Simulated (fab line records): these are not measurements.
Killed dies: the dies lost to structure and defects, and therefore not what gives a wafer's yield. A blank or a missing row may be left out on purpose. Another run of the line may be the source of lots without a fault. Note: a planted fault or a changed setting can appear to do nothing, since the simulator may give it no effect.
fab line records ; flow nand_harc
[record] lots = 12; wafers = 36; last_day = 24
route steps=1159 shown P_STI@90 THIN_TSV@1121 END@1159
lots untouched by any fault: they come from a run of this same line in which no faults occurred
start_h: the number of hours between the record's first day and the start of the first shown wafer of the lot ; wait_h: how many hours have passed since the lot's step before this one ; " same as the row above ; L1.1+2: one row covering several wafers at once ; - no value present, or no start provided ; * or withheld: withheld ; < > ~ a bound
route shown NAME@n: names a module that has steps shown in the file, with the first one's number in the route ; usual: mean and standard deviation over wafers with no fault ; same: alike in all rows ; chamber/n: place in a boat ; sites: the reading at each site ; _std_site: standard deviation across them ; _edge_site: mean of outer sites minus mean of inner sites ; radius_mm: for every site, how far away it sits from the centre of the wafer ; mask NAME#n: copy n ; behind: the most recent tool/chamber to have shaped the wafer ; hold: reason for holding the lot/hours on hold/outcome of the hold ; device: the transistor (n, p or np) that didn't switch ; end of line: at the end of the route, the tests of the same wafers ; for a step that has no rows: nothing shown but its recipe ; killed: dies that structure and defects cost at the first sort, which is not the same as the wafer's yield ; map: a wafer's dies, x killed, . not, _ none there
set.NAME: the setting that was run; set.NAME@STEP: the one run at that earlier step ; model.NAME: the simulator's own value behind a step, which no gauge read
steps of the route over a sample of lots; a table a step, a row a wafer
services: from which hour (start_h, from the record's first day; less than 0 if before it) a tool's chamber was out of use, for how many hours, and why
[[steps]]
[step NHARC_P_STI_ETCH_15]
[recipe] target_depth_a = 3000; taper_deg = 4; time_s = 100.1; hbr_flow_sccm = 150; cl2_flow_sccm = 50; rf_w = 400; icp_w = 400; bias_w = 100; chemistry = HBr/Cl2
[usual] drypump_motor_current_A = 5.9/0.58; he_backside_leak_sccm = 2.83/0.21; oes_product_au = 0.998/0.011; rf_fwd_power_W = 397.4/1.4; throttle_valve_pct = 26.406/0.0094
lot.wafer;tool;chamber;start_h;wait_h;drypump_motor_current_A;he_backside_leak_sccm;oes_product_au;rf_fwd_power_W;rf_hours_counter_h;throttle_valve_pct
L168.3;rie_si-04;0;50.73;-;6.7;2.74;0.985;397.1;0.8;26.400
L168.5;rie_si-04;3;50.73;-;5.8;2.91;1.008;396.3;-;26.395
L168.6;rie_si-04;0;50.73;-;6.6;2.63;0.990;396.5;-;26.423
L170.4;rie_si-04;1;61.61;-;4.9;3.04;0.978;397.2;0.8;26.401
L170.6;rie_si-04;0;61.61;-;6.6;2.46;0.991;395.6;-;26.403
L170.5;rie_si-04;1;61.61;-;4.9;3.02;0.963;394.9;-;26.382
L171.1;rie_si-03;3;65.47;-;5.6;2.75;0.998;395.8;0.4;26.406
L171.5;rie_si-03;0;65.47;-;6.0;2.69;0.994;397.0;-;26.412
L171.6;rie_si-03;1;65.47;-;5.9;3.20;0.990;397.6;-;26.401
L173.1;rie_si-05;1;77.46;-;6.2;3.04;0.985;398.5;0.1;26.400
L173.6;rie_si-05;1;77.46;-;6.2;3.01;0.982;398.3;-;26.415
L173.5;rie_si-05;2;77.46;-;6.7;2.92;0.992;396.8;-;26.404
L174.1;rie_si-03;1;85.10;-;5.9;2.91;0.993;397.1;0.7;26.408
L174.4;rie_si-03;2;85.10;-;6.4;2.40;1.005;397.8;0.6;26.406
L174.5;rie_si-03;2;85.10;-;6.4;2.43;1.000;396.6;-;26.420
L176.4;rie_si-04;0;93.92;-;6.6;2.64;0.990;397.6;1.2;26.400
L176.3;rie_si-04;2;93.92;-;5.5;3.12;0.995;398.3;1.2;26.412
L176.2;rie_si-04;3;93.92;-;5.8;3.05;1.016;397.2;1.4;26.419
L179.1;rie_si-04;3;110.26;-;5.8;3.08;1.007;395.0;0.0;26.415
L179.2;rie_si-04;1;110.26;-;4.9;3.19;0.994;396.1;0.0;26.396
L179.4;rie_si-04;2;110.26;-;5.5;2.91;0.992;397.5;0.0;26.390
L178.2;rie_si-05;2;110.46;-;6.7;2.95;0.991;397.4;0.4;26.391
L178.5;rie_si-05;0;110.46;-;4.9;2.94;1.030;397.4;-;26.421
L178.6;rie_si-05;1;110.46;-;6.2;2.86;1.005;396.9;-;26.408
L181.4;rie_si-04;3;126.66;-;5.9;3.16;1.004;396.3;0.2;26.410
L181.2;rie_si-04;0;126.66;-;6.6;2.62;0.999;396.3;0.2;26.404
L181.5;rie_si-04;2;126.66;-;5.5;3.15;0.990;399.2;-;26.400
L185.4;rie_si-04;2;150.29;-;5.5;3.10;0.987;397.7;0.3;26.395
L185.1;rie_si-04;3;150.29;-;5.9;2.95;1.014;396.2;0.3;26.417
L185.6;rie_si-04;0;150.29;-;6.6;2.55;0.999;396.2;-;26.404
L187.3;rie_si-03;0;164.21;-;6.0;2.56;0.996;397.6;0.0;26.396
L187.6;rie_si-03;0;164.21;-;6.0;2.73;1.002;397.5;-;26.427
L187.5;rie_si-03;1;164.21;-;5.9;2.85;0.980;397.0;-;26.412
L189.3;rie_si-03;2;176.28;-;6.4;2.55;1.022;397.5;0.1;26.388
L189.4;rie_si-03;0;176.28;-;6.0;2.62;1.001;396.5;0.1;26.407
L189.5;rie_si-03;1;176.28;-;5.9;3.02;0.995;399.4;-;26.407
[step NHARC_THIN_TSV_CD_MEAS_16]
[usual] cd_nm = 999.6/2
lot.wafer;tool;chamber;start_h;wait_h;cd_nm
L168.3;cd_sem-01;-;434.06;0.1;1001.1
L168.5;cd_sem-01;-;434.06;0.1;1000.1
L168.6;cd_sem-01;-;434.06;0.1;1001.9
L170.4;cd_sem-01;-;464.25;0.1;999.2
L170.5;cd_sem-01;-;464.25;0.1;1002.9
L170.6;cd_sem-01;-;464.25;0.1;999.1
L171.1;cd_sem-02;-;465.32;0.1;998.8
L171.5;cd_sem-02;-;465.32;0.1;1000.2
L171.6;cd_sem-02;-;465.32;0.1;1000.5
L174.1;cd_sem-01;-;475.39;0.1;1002.0
L174.4;cd_sem-01;-;475.39;0.1;1002.6
L174.5;cd_sem-01;-;475.39;0.1;997.1
L173.1;cd_sem-02;-;478.23;0.1;1003.5
L173.5;cd_sem-02;-;478.23;0.1;1000.2
L173.6;cd_sem-02;-;478.23;0.1;1002.9
L176.2;cd_sem-02;-;490.79;0.1;999.1
L176.3;cd_sem-02;-;490.79;0.1;998.7
L176.4;cd_sem-02;-;490.79;0.1;1000.7
L179.1;cd_sem-01;-;496.59;0.1;997.0
L179.2;cd_sem-01;-;496.59;0.1;995.8
L179.4;cd_sem-01;-;496.59;0.1;996.3
L178.2;cd_sem-01;-;505.81;0.1;997.4
L178.5;cd_sem-01;-;505.81;0.1;998.0
L178.6;cd_sem-01;-;505.81;0.1;997.0
L181.2;cd_sem-03;-;517.22;0.1;998.3
L181.4;cd_sem-03;-;517.22;0.1;999.2
L181.5;cd_sem-03;-;517.22;0.1;997.4
L187.3;cd_sem-03;-;554.79;0.1;996.3
L187.5;cd_sem-03;-;554.79;0.1;996.6
L187.6;cd_sem-03;-;554.79;0.1;1000.5
L185.1;cd_sem-02;-;556.00;0.1;1002.3
L185.4;cd_sem-02;-;556.00;0.1;1002.1
L185.6;cd_sem-02;-;556.00;0.1;1002.2
L189.3;cd_sem-01;-;567.66;0.1;997.7
L189.4;cd_sem-01;-;567.66;0.1;1001.7
L189.5;cd_sem-01;-;567.66;0.1;997.5
[step NHARC_THIN_TSV_DEP_47]
[recipe] target_thk_a = 2000; temp_c = withheld; pressure_torr = 6.5; rf_w = 900; teos_flow_sccm = 161.4; flow_sccm = 2650; target_thk_nm = 200; gas = O2; material = SiO2
[usual] mfc_precursor_sccm = 161.4/0.51; rf_fwd_power_W = 898.0/2.4; throttle_valve_pct = 15.8/0.42
lot.wafer;tool;chamber;start_h;wait_h;mfc_precursor_sccm;rf_fwd_power_W;throttle_valve_pct
L168.3;pecvd-02;1;434.92;-;160.4;898.6;16.2
L168.6;pecvd-02;1;434.92;-;160.7;897.9;16.2
L168.5;pecvd-02;0;434.92;-;162.2;898.7;16.4
L170.6;pecvd-02;0;465.25;-;161.1;897.5;16.3
L170.4;pecvd-02;1;465.25;-;160.9;891.4;16.3
L170.5;pecvd-02;2;465.25;-;161.2;895.3;15.8
L171.1;pecvd-02;1;466.19;-;160.7;893.1;16.4
L171.5;pecvd-02;1;466.19;-;161.4;894.9;16.3
L171.6;pecvd-02;0;466.19;-;161.3;899.0;16.4
L174.1;pecvd-04;1;476.31;-;161.4;900.0;15.5
L174.4;pecvd-04;0;476.31;-;161.9;896.1;15.3
L174.5;pecvd-04;1;476.31;-;161.5;899.5;15.5
L173.1;pecvd-02;1;479.32;-;160.7;897.9;16.4
L173.6;pecvd-02;1;479.32;-;161.3;894.2;16.5
L173.5;pecvd-02;2;479.32;-;161.0;896.9;15.7
L176.3;pecvd-02;1;491.70;-;160.9;895.5;16.4
L176.2;pecvd-02;2;491.70;-;161.0;903.3;15.5
L176.4;pecvd-02;2;491.70;-;161.0;899.0;15.6
L179.2;pecvd-02;2;497.46;-;161.4;901.2;15.8
L179.1;pecvd-02;0;497.46;-;161.0;899.1;16.5
L179.4;pecvd-02;0;497.46;-;161.8;897.2;16.5
L178.2;pecvd-03;2;506.68;-;161.7;894.1;15.8
L178.5;pecvd-03;2;506.68;-;161.3;895.4;15.9
L178.6;pecvd-03;0;506.68;-;162.4;901.4;14.6
L181.2;pecvd-04;2;518.19;-;161.3;899.3;16.1
L181.4;pecvd-04;1;518.19;-;161.0;897.6;15.3
L181.5;pecvd-04;2;518.19;-;161.1;896.1;15.8
L187.3;pecvd-02;0;555.75;-;160.5;900.9;16.2
L187.5;pecvd-02;2;555.75;-;161.2;897.8;16.2
L187.6;pecvd-02;0;555.75;-;160.4;897.7;16.1
L185.1;pecvd-02;1;556.96;-;162.1;902.1;15.9
L185.6;pecvd-02;2;556.96;-;161.9;899.3;15.5
L185.4;pecvd-02;1;556.96;-;162.2;899.3;15.9
L189.3;pecvd-02;0;568.63;-;161.2;897.4;16.1
L189.4;pecvd-02;2;568.63;-;161.9;897.0;15.8
L189.5;pecvd-02;0;568.63;-;160.9;896.8;16.2
[step NHARC_THIN_TSV_ETCH_59]
[recipe] target_depth_a = 8800; icp_w = 900; bias_w = 100; Cl2_flow_sccm = 60; bcl3_flow_sccm = 30; time_s = 138.1; chemistry = Cl2/BCl3
[usual] drypump_motor_current_A = 5.7/0.58; he_backside_leak_sccm = 3.4/0.38; oes_product_au = 1.001/0.0096; rf_fwd_power_W = 895.1/2.8; throttle_valve_pct = 22.263/0.0094
lot.wafer;tool;chamber;start_h;wait_h;drypump_motor_current_A;he_backside_leak_sccm;oes_product_au;rf_fwd_power_W;rf_hours_counter_h;throttle_valve_pct
L168.3;rie_metal-02;1;439.35;0.2;5.6;3.1;1.004;892.9;-;22.271
L168.6;rie_metal-02;1;439.35;0.2;5.6;3.1;1.012;895.1;-;22.253
L168.5;rie_metal-02;0;439.35;0.2;4.9;3.3;1.005;892.3;-;22.256
L170.4;rie_metal-01;1;470.00;0.2;6.3;3.4;1.010;895.2;-;22.249
L170.6;rie_metal-01;0;470.00;0.2;4.9;3.1;1.007;892.2;-;22.262
L170.5;rie_metal-01;1;470.00;0.2;6.3;4.1;0.998;895.0;-;22.266
L171.1;rie_metal-02;1;470.42;0.1;5.6;3.1;0.993;894.7;2.2;22.261
L171.6;rie_metal-02;1;470.42;0.1;5.6;3.0;0.997;898.4;-;22.279
L171.5;rie_metal-02;0;470.42;0.1;4.9;3.3;0.996;891.5;-;22.257
L174.1;rie_metal-03;1;480.74;0.1;6.3;3.2;0.998;894.4;0.8;22.252
L174.4;rie_metal-03;0;480.74;0.1;5.9;3.6;1.002;894.4;-;22.268
L174.5;rie_metal-03;1;480.74;0.1;6.3;3.3;0.994;898.4;-;22.256
L173.1;rie_metal-03;0;484.05;0.1;5.9;3.4;1.012;895.0;1.0;22.264
L173.5;rie_metal-03;1;484.05;0.1;6.3;3.8;1.003;896.3;-;22.282
L173.6;rie_metal-03;0;484.05;0.1;5.9;3.5;1.005;891.8;-;22.263
L176.2;rie_metal-01;1;495.92;0.1;6.3;3.2;1.000;898.5;4.4;22.268
L176.3;rie_metal-01;1;495.92;0.1;6.3;3.4;1.000;898.2;-;22.270
L176.4;rie_metal-01;0;495.92;0.1;4.9;3.3;0.994;893.7;-;22.262
L179.1;rie_metal-03;1;501.81;0.1;6.3;4.0;1.004;893.5;1.4;22.256
L179.2;rie_metal-03;0;501.81;0.1;6.0;3.4;1.010;891.0;1.4;22.254
L179.4;rie_metal-03;1;501.81;0.1;6.3;3.7;0.997;898.3;-;22.257
L178.2;rie_metal-03;0;511.22;0.1;5.9;3.6;1.005;894.0;1.9;22.269
L178.6;rie_metal-03;1;511.22;0.1;6.3;3.6;0.995;893.5;-;22.264
L178.5;rie_metal-03;0;511.22;0.1;5.9;3.6;1.013;895.3;-;22.252
L181.2;rie_metal-03;1;522.56;0.1;6.3;3.4;0.995;893.3;2.4;22.255
L181.4;rie_metal-03;1;522.56;0.1;6.3;3.3;1.008;896.0;-;22.282
L181.5;rie_metal-03;0;522.56;0.1;5.9;3.6;1.010;895.2;-;22.257
L187.3;rie_metal-01;1;560.32;0.2;6.3;3.3;0.985;895.7;-;22.264
L187.6;rie_metal-01;1;560.32;0.2;6.3;3.3;0.994;896.6;-;22.262
L187.5;rie_metal-01;0;560.32;0.2;4.9;3.4;0.992;896.2;-;22.279
L185.1;rie_metal-02;1;561.31;0.1;5.6;3.0;1.002;903.1;4.8;22.249
L185.4;rie_metal-02;1;561.31;0.1;5.6;3.0;1.002;901.7;-;22.264
L185.6;rie_metal-02;0;561.31;0.1;4.9;3.2;1.006;897.9;-;22.269
L189.3;rie_metal-03;1;572.97;0.2;6.3;3.8;1.011;895.3;-;22.280
L189.4;rie_metal-03;0;572.97;0.2;5.9;3.6;1.024;894.1;-;22.257
L189.5;rie_metal-03;0;572.97;0.2;5.9;3.6;1.012;893.2;-;22.261
[step NHARC_END_SORT_01]
[recipe] temp_c = 25
[usual] killed_at_array = 29/13; killed_at_other = 0.7/1; killed_at_periphery = 3.2/2.3; killed_dies = 33/13; killed_open = 3.3/1.7; killed_short = 2.0/1.5
[same] gross_dies = 677
lot.wafer;tool;chamber;start_h;wait_h;killed_at_array;killed_at_other;killed_at_periphery;killed_dies;killed_open;killed_short
L181.2;prober-02;0;530.52;2.8;34;0;54;88;1;1
L181.4;prober-02;0;532.12;3.4;42;0;43;85;4;3
L181.5;prober-02;0;532.92;3.7;42;0;84;126;2;0
L185.1;prober-01;0;572.27;2.5;54;0;42;96;3;1
L185.4;prober-01;0;574.68;3.4;48;0;79;127;2;0
L185.6;prober-01;0;576.28;4.0;39;0;48;87;2;1
// killed by level:class
L181.2 P_STI:unspecified=54 A_SLIT:chamber_film_flake=17 A_CHANNEL_HOLE_D1:chamber_film_flake=7 A_SGD_CUT:chamber_film_flake=4 A_CONTACT:chamber_film_flake=3 A_CHANNEL_FILL_D1:geometric_particle:open=1 A_WL_FILL:geometric_particle:short=1 A_WL_FILL:chamber_film_flake=1
L181.4 P_STI:unspecified=40 A_CHANNEL_HOLE_D1:chamber_film_flake=19 A_SLIT:chamber_film_flake=13 A_SGD_CUT:chamber_film_flake=3 A_CONTACT:chamber_film_flake=3 P_GATE:geometric_particle:open=1 P_CONTACT:geometric_particle:open=1 P_M1:geometric_particle:open=1
L181.5 P_STI:unspecified=83 A_CHANNEL_HOLE_D1:chamber_film_flake=25 A_SLIT:chamber_film_flake=10 A_CONTACT:chamber_film_flake=4 A_ONON_D1:geometric_particle:open=1 A_CONTACT:geometric_particle:open=1 P_GATE:chamber_film_flake=1 A_WL_FILL:chamber_film_flake=1
L185.1 P_STI:unspecified=41 A_SLIT:chamber_film_flake=25 A_CHANNEL_HOLE_D1:chamber_film_flake=21 A_CONTACT:chamber_film_flake=4 A_CONTACT:geometric_particle:open=2 A_ONON_D1:geometric_particle:short=1 A_M0:geometric_particle:open=1 P_BONDPAD:chamber_film_flake=1
L185.4 P_STI:unspecified=79 A_CHANNEL_HOLE_D1:chamber_film_flake=22 A_SLIT:chamber_film_flake=11 A_CONTACT:chamber_film_flake=10 A_CHANNEL_FILL_D1:chamber_film_flake=2 A_CHANNEL_FILL_D1:geometric_particle:open=1 A_CONTACT:geometric_particle:open=1 A_BLC:chamber_film_flake=1
L185.6 P_STI:unspecified=48 A_SLIT:chamber_film_flake=12 A_CHANNEL_HOLE_D1:chamber_film_flake=11 A_CONTACT:chamber_film_flake=9 A_CONTACT:geometric_particle:open=2 A_CHANNEL_FILL_D1:chamber_film_flake=2 A_M1:chamber_film_flake=2 A_CHANNEL_FILL_D1:geometric_particle:short=1
[[services]]
tool;chamber;start_h;hours;kind
rie_metal-03;0;62.43;1.8;repair
rie_metal-03;-;99.00;9.0;pm
rie_si-04;-;99.21;9.0;pm
rie_metal-03;0;138.70;5.7;repair
rie_si-03;0;141.21;4.1;repair
pecvd-02;-;153.00;13.0;pm
rie_si-03;-;155.00;9.0;pm
rie_si-04;0;167.99;3.1;repair
rie_si-04;3;195.15;3.5;repair
pecvd-02;-;210.38;1.4;repair
rie_si-04;-;240.94;1.4;repair
rie_si-03;1;253.26;6.0;repair
rie_metal-03;-;276.00;9.0;pm
rie_si-04;-;276.21;9.0;pm
rie_si-03;-;332.00;9.0;pm
pecvd-02;-;334.00;13.0;pm
rie_metal-03;-;340.25;1.1;repair
rie_metal-03;-;387.79;0.2;repair
rie_metal-03;0;413.84;2.9;repair
pecvd-02;2;446.75;8.0;repair
rie_metal-03;-;453.00;9.0;pm
rie_si-04;-;453.21;9.0;pm
rie_si-04;-;480.10;0.5;repair
pecvd-02;-;515.00;13.0;pm
[[key]]
[first_sign] step = NHARC_END_SORT_01; reading = killed_at_periphery; direction = up; sigmas = 24; usual = 3.2; struck = 58.3
[effect] step = NHARC_END_SORT_01; reading = killed_dies; direction = up; sigmas = 5.4; usual = 33; struck = 102
[more_kills_born_at] NHARC_P_STI_ETCH_15@rie_si-04 = 338
met_at NHARC_P_STI_ETCH_15
struck_lots L181,L185
tester_left_out L181,L185
not_acting_at NHARC_THIN_TSV_CD_MEAS_16,NHARC_THIN_TSV_DEP_47,NHARC_THIN_TSV_ETCH_59
onset_between 110.26 126.66
[fault] kind = chamber_particle_source; tool = rie_si-04; chamber = -; onset_h = 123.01; steps = NHARC_P_STI_ETCH_15; rate_per_visit_cm2 = 1.2574; end_h = 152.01
// tester_left_out: of these lots the tester's yield and bins aren't shown, on N5 and GAA mostly nor the transistor test; their killed dies are dies lost to structure and defects alone, not to doping, threshold or leakage, so they don't give the yield
